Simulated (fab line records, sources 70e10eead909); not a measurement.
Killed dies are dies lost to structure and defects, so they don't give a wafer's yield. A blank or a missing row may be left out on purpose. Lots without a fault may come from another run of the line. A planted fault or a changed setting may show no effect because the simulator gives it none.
Chamber matching | flow nand_harc | NHARC_A_CHANNEL_FILL_D2_ALD_02 on ald_hk-04: 4 sister chambers
The step deposits SiO2, target thk 6 nm, pulse time 10 s, ald cycles 60. 4 wafers are shown with their chamber, then 8 later ones without.

WAFERS WITH THEIR CHAMBER
wafer  | chamber | heater_power_w (W)
L088.5 | 1       | 413
L087.1 | 2       | 544
L089.5 | 3       | 416
L092.1 | 0       | 557

WAFERS WITHOUT THEIR CHAMBER
wafer  | heater_power_w (W)
L092.2 | 406
L092.5 | 553
L095.1 | 407
L095.3 | 411
L095.4 | 557
L096.1 | 560
L096.4 | 414
L096.6 | 565

WHICH CHAMBER EACH WENT THROUGH
wafer  | from the rows above     | in truth
L092.2 | can't be placed: 1 or 3 | 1
L092.5 | can't be placed: 0 or 2 | 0
L095.1 | can't be placed: 1 or 3 | 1
L095.3 | can't be placed: 1 or 3 | 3
L095.4 | 0                       | 0
L096.1 | 0                       | 0
L096.4 | can't be placed: 1 or 3 | 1
L096.6 | 0                       | 0
Placed correctly: 3 of 8. Can't be placed from these rows: 5 (the true chamber is among the candidates in 5). Placed wrongly: 0.
How it was worked out, from the rows above alone: a wafer's distance from a chamber is the root of the sum, over the readings, of the square of ((its reading less the chamber's mean) divided by the reading's scatter). The wafer belongs to the nearest chamber; if the next one is less than 2 further off, it can't be placed. A chamber's mean is the mean of its shown wafers. The scatter: with one shown wafer a chamber, the root of the mean of the squares of how far each hidden wafer lies from its nearest shown one.
